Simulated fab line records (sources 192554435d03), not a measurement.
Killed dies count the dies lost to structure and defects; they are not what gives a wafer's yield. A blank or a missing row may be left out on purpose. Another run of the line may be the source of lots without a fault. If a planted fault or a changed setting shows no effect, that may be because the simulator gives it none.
Lot-split experiment | flow n5Finfet | on a route of 1938 steps: 7 lots, 39 wafers read

SPLIT DETAILS
At N5_MIM_BOT_ETCH_ETCH_04 (etches SiNx in CF4/O2, target depth 26 nm, time 13 s), the setting timeS was moved away from the recipe's 13 s on 18 of the 39 wafers read, by -17.5% to +58.1%. All remaining wafers had this setting at the recipe value.

The reading is taken at the split's own step.

THE READING
MIM_BOT_ETCH.cdOffsetNm (the simulator's own value, which no gauge read), in nm, at N5_MIM_BOT_ETCH_ETCH_04 (etches SiNx in CF4/O2, target depth 26 nm, time 13 s). No usual value for it is given in the file. Across the 21 wafers here that went through the recipe, the average is 0.0 nm and the standard deviation 0.14 nm.

wafer  | tool, chamber at the split | timeS as run, s | against the recipe | MIM_BOT_ETCH.cdOffsetNm, nm | against lot-mates on the recipe
L074.1 | rieDiel-02, 2              | 19.68           | +51.4%             | -0.8                        | -0.9
L074.2 | rieDiel-02, 3              | 19.68           | +51.4%             | -0.6                        | -0.7
L074.3 | rieDiel-02, 1              | 13              | recipe             | 0.2                         | -
L074.4 | rieDiel-02, 1              | 13              | recipe             | 0.2                         | -
L074.5 | rieDiel-02, 3              | 19.68           | +51.4%             | -0.6                        | -0.7
L074.6 | rieDiel-02, 2              | 13              | recipe             | -0.2                        | -
L079.1 | rieDiel-06, 0              | 13              | recipe             | -0.2                        | -
L079.2 | rieDiel-06, 1              | 13              | recipe             | 0.2                         | -
L079.5 | rieDiel-06, 2              | 13              | recipe             | 0                           | -
L077.1 | rieDiel-05, 2              | 10.73           | -17.5%             | 0.2                         | +0.1
L077.2 | rieDiel-05, 0              | 10.73           | -17.5%             | 0.2                         | +0.1
L077.3 | rieDiel-05, 1              | 10.73           | -17.5%             | 0.4                         | +0.3
L077.4 | rieDiel-05, 2              | 13              | recipe             | 0                           | -
L077.5 | rieDiel-05, 0              | 13              | recipe             | 0.2                         | -
L077.6 | rieDiel-05, 1              | 13              | recipe             | 0.2                         | -
L083.1 | rieDiel-05, 2              | 13              | recipe             | -0.2                        | -
L083.2 | rieDiel-05, 0              | 20.55           | +58.1%             | -0.8                        | -0.7
L083.3 | rieDiel-05, 2              | 13              | recipe             | 0                           | -
L083.4 | rieDiel-05, 0              | 20.55           | +58.1%             | -0.8                        | -0.7
L083.5 | rieDiel-05, 2              | 13              | recipe             | 0                           | -
L083.6 | rieDiel-05, 0              | 20.55           | +58.1%             | -0.8                        | -0.7
L091.1 | rieDiel-05, 1              | 13              | recipe             | 0.2                         | -
L091.2 | rieDiel-05, 0              | 13              | recipe             | 0                           | -
L091.3 | rieDiel-05, 1              | 18.34           | +41.1%             | -0.2                        | -0.3
L091.4 | rieDiel-05, 0              | 18.34           | +41.1%             | -0.6                        | -0.7
L091.5 | rieDiel-05, 1              | 13              | recipe             | 0                           | -
L091.6 | rieDiel-05, 0              | 18.34           | +41.1%             | -0.6                        | -0.7
L089.1 | rieDiel-02, 0              | 13              | recipe             | 0                           | -
L089.2 | rieDiel-02, 2              | 13              | recipe             | -0.2                        | -
L089.3 | rieDiel-02, 1              | 19.82           | +52.5%             | -0.6                        | -0.5
L089.4 | rieDiel-02, 3              | 13              | recipe             | 0                           | -
L089.5 | rieDiel-02, 1              | 19.82           | +52.5%             | -0.6                        | -0.5
L089.6 | rieDiel-02, 2              | 19.82           | +52.5%             | -0.8                        | -0.7
L096.1 | rieDiel-05, 0              | 16.79           | +29.2%             | -0.4                        | -0.3
L096.2 | rieDiel-05, 1              | 16.79           | +29.2%             | -0.2                        | -0.1
L096.3 | rieDiel-05, 1              | 13              | recipe             | 0                           | -
L096.4 | rieDiel-05, 0              | 13              | recipe             | -0.2                        | -
L096.5 | rieDiel-05, 1              | 16.79           | +29.2%             | -0.2                        | -0.1
L096.6 | rieDiel-05, 0              | 13              | recipe             | 0                           | -

FIT RESULTS
A straight line over all 39 wafers: MIM_BOT_ETCH.cdOffsetNm changes by -0.0131 nm for each +1% of timeS; r = -0.92; the points scatter about the line by 0.14 nm.
The same after taking each lot's own level away (the mean of its wafers on the recipe; 39 wafers): -0.0121 nm for each +1%; r = -0.92; scatter 0.13 nm.
On that fit, the largest move of timeS shifts the reading by 0.7 nm.
Measured against the standard deviation above, the lots' own levels, which go from -0.07 to 0.13 nm, span 1.4 times it.
So the lot-to-lot level changes the slope little: the two slopes agree.
Check: for one of the wafers moved furthest among these (+58.1%), held out of the fit, the line's prediction against its lot-mates is -0.707 nm. It came out at -0.733 nm against them.

THESE WAFERS: OTHER SPLITS
These wafers also went through other splits before the reading. Each is held against what the fit with the lots' levels taken away leaves over:
other split on the same wafers     | wafers away from the commonest value | r with MIM_BOT_ETCH.cdOffsetNm (lot level and that fit taken away)
N5_BEOL_M8_DEVELOP_10 developTimeS | 18                                   | +0.15

THE WHOLE CHAIN: every reading that the file lists as answering this split, in the file's order
step                    | what it does                                         | reading                                                                  | change (the file's fit)                | r (the file's)
N5_MIM_BOT_ETCH_ETCH_04 | etches SiNx in CF4/O2, target depth 26 nm, time 13 s | etch.depthNm (the simulator's own value, which no gauge read)            | +0.265 nm for each +1% of the setting  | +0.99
N5_MIM_BOT_ETCH_ETCH_04 | etches SiNx in CF4/O2, target depth 26 nm, time 13 s | MIM_BOT_ETCH.cdOffsetNm (the simulator's own value, which no gauge read) | -0.0122 nm for each +1% of the setting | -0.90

FILE'S OWN FIT
MIM_BOT_ETCH.cdOffsetNm changes by -0.0122 nm for each +1% of timeS, r = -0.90.
